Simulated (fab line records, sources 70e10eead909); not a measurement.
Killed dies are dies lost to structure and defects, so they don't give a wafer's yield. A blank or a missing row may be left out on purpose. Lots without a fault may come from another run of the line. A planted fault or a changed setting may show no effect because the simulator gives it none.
Which tool did it? | flow nand_harc | 6 lots, 18 wafers sampled, at 1 step of a route of 1302

WHAT THE GAUGES READ, wafer by wafer
NHARC_P_M2_INSPECT_27.
lot  | measured     | on                | raw_defect_count
L753 | day 7 04:32  | defect_inspect-02 | 810 402 342
L756 | day 8 12:17  | defect_inspect-02 | 302 299 295
L758 | day 8 22:41  | defect_inspect-01 | 483 353 290
L760 | day 9 18:58  | defect_inspect-02 | 350 300 243
L765 | day 12 08:29 | defect_inspect-01 | 266 310 205
L767 | day 13 02:44 | defect_inspect-02 | 277 205 213

WHICH TOOL RAN EACH LOT (tool, then ch and the chambers of the sampled wafers, then the start)
The record holds no process step before these readings.

THE ANSWER, worked out from the rows above alone
Rule: what is usual is taken from the lots themselves. Put in order of their means at a reading, lots are off if they are a third of the lots or fewer, leave a main group of 4 or more, and stand apart from it by a gap of 3 or more times the standard deviation of the main group's means; of several such gaps the widest counts. A main group whose means are all the same, to the digits that the tables above print for the reading, isn't used. A lot without any number at a reading at which 4 lots or more have one is off too. The other lots that the step has rows for count as sound.
No lot is off at any reading shown: from this, nothing can be told.

WHAT THE SIMULATOR HAD PUT IN
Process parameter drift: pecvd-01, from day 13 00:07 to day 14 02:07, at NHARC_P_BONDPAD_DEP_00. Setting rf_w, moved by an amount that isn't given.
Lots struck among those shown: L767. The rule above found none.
